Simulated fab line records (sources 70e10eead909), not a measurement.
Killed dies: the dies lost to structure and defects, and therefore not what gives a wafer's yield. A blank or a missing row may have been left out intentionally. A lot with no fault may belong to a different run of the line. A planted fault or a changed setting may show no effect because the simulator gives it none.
A struck lot beside a sound one | flow nand-harc | 15 steps out of a route of 1302
Sound: the wafers L294.2, L294.5, L294.6. Struck: wafers L306.1, L306.3 (left out: L306.2, a lot-mate that was not struck); the cause follows at the end.
Each step with rows lists, per side, the tool, then ch with its chambers, then its first start. Under that, the readings that differ: sound wafers | struck wafers | difference of the means | sigmas: that difference in standard deviations of wafers without a fault.
alike: same words and numbers on both sides, and readings whose means sit less than 2 such deviations apart. not compared: any withheld reading, any reading some wafer has no value for, any bound like >300 that may hide the same value, and any number with overlapping values for which the record gives no deviation.
The two part at a step that has a row with sigmas, a row that says differs or no value, or rows on one side only. When numbers do not overlap yet have no deviation, they are printed without sigmas and do not part them. Lack of a reading on every wafer of one side parts them only where that side has two or more wafers.

NHARC_A_M1_CD_MEAS_09: the cd target is 120 nm.
  sound on cd-sem-01 ch 0, day 24 09:18; struck on cd-sem-01 ch 0, day 28 23:37
  alike: cd-nm
NHARC_A_M1_OVL_MEAS_10: pitch 240 nm.
  sound on overlay-02, day 24 09:23; struck on overlay-01, day 28 23:41
  reading           | sound       | struck    | difference | sigmas
  overlay-y-nm (nm) | 1.1 1.2 1.3 | -0.3 -0.7 | -1.7       | -2
  alike: overlay-x-nm
NHARC_A_M1_INSPECT_11:
  sound on defect-inspect-01, day 24 09:25; struck on defect-inspect-02, day 28 23:44
  alike: raw-defect-count
NHARC_A_M1_DESCUM_14: chemistry O2, time 3 s.
  sound on rie-diel-06 ch 1,2,3, day 24 09:31; struck on rie-diel-06 ch 0,1, day 28 23:47
  alike: drypump-motor-current-A, oes-product-au, rf-vpp-V, showerhead-plenum-p-Torr, throttle-valve-pct
  not compared: rf-hours-counter-h
then, 1 step without rows for these wafers: NHARC_A_M1_ETCH_35 (etches the open film in N2/H2, target depth 40 nm, overetch 12 nm, time 43.94 s).
NHARC_A_M1_ETCH_15: etches the open film in C4F8/Ar, target depth 182.5 nm, time 91.2 s.
  sound on rie-diel-06 ch 2,3; struck on rie-diel-06 ch 0,1
  alike: oes-product-au, rf-vpp-V
  not compared: rf-hours-counter-h
NHARC_A_M1_CD_MEAS_16:
  sound on cd-sem-03, day 24 09:47; struck on cd-sem-01, day 29 00:06
  alike: cd-nm
NHARC_A_M1_STRIP_18: strips in N2/H2.
  sound on rie-diel-06 ch 0,2,3, day 24 09:55; struck on rie-diel-01 ch 1,3, day 29 00:10
  alike: drypump-motor-current-A, n2-flow-sccm, oes-product-au, rf-vpp-V, showerhead-plenum-p-Torr, throttle-valve-pct
  not compared: rf-hours-counter-h
NHARC_A_M1_ETCH_28: etches the open film in CF4/N2, target depth 30 nm, time 72.99 s.
  sound on rie-diel-06 ch 1,2,3; struck on rie-diel-01 ch 0,2
  alike: drypump-motor-current-A, n2-flow-sccm, oes-product-au, rf-vpp-V, showerhead-plenum-p-Torr, throttle-valve-pct
  not compared: rf-hours-counter-h
then, 2 steps without rows for these wafers: NHARC_A_M1_STRIP_19 (strips in post etch residue remover, time 600 s); NHARC_A_M1_DEGAS_29 (time 60 s).
NHARC_A_M1_PRE_CLEAN_30: time 30 s.
  sound on pvd-sputter-01; struck on pvd-sputter-01
  alike: heater-power-w
NHARC_A_M1_PVD_20: deposits TaN, target thk 5 nm, time 8.06 s.
  sound on pvd-sputter-01, day 24 10:38; struck on pvd-sputter-01, day 29 00:55
  reading    | sound          | struck        | difference | sigmas
  time-s (s) | 8.06 8.06 8.06 | 6.9754 6.9754 | -1.0846    |
  alike: throttle-valve-pct
then, 1 step without rows for these wafers: NHARC_A_M1_PVD_21 (deposits Cu, target thk 30 nm, time 20.49 s).
NHARC_END_SORT_01:
  sound on prober-01 ch 0, day 26 03:08; struck on prober-01 ch 0, day 30 08:03
  reading             | sound | struck | difference | sigmas
  killed-at-periphery | 0 0 0 | 8 7    | +8         | +3
  killed-open         | 3 2 2 | 5 8    | +4         | +2
  alike: defect-limited-yield, killed-at-array, killed-at-other, killed-dies, killed-short

WHERE THEY PART
Earliest at NHARC_A_M1_OVL_MEAS_10; latest, in this record, at NHARC_END_SORT_01.

WHY: what the simulator had put in
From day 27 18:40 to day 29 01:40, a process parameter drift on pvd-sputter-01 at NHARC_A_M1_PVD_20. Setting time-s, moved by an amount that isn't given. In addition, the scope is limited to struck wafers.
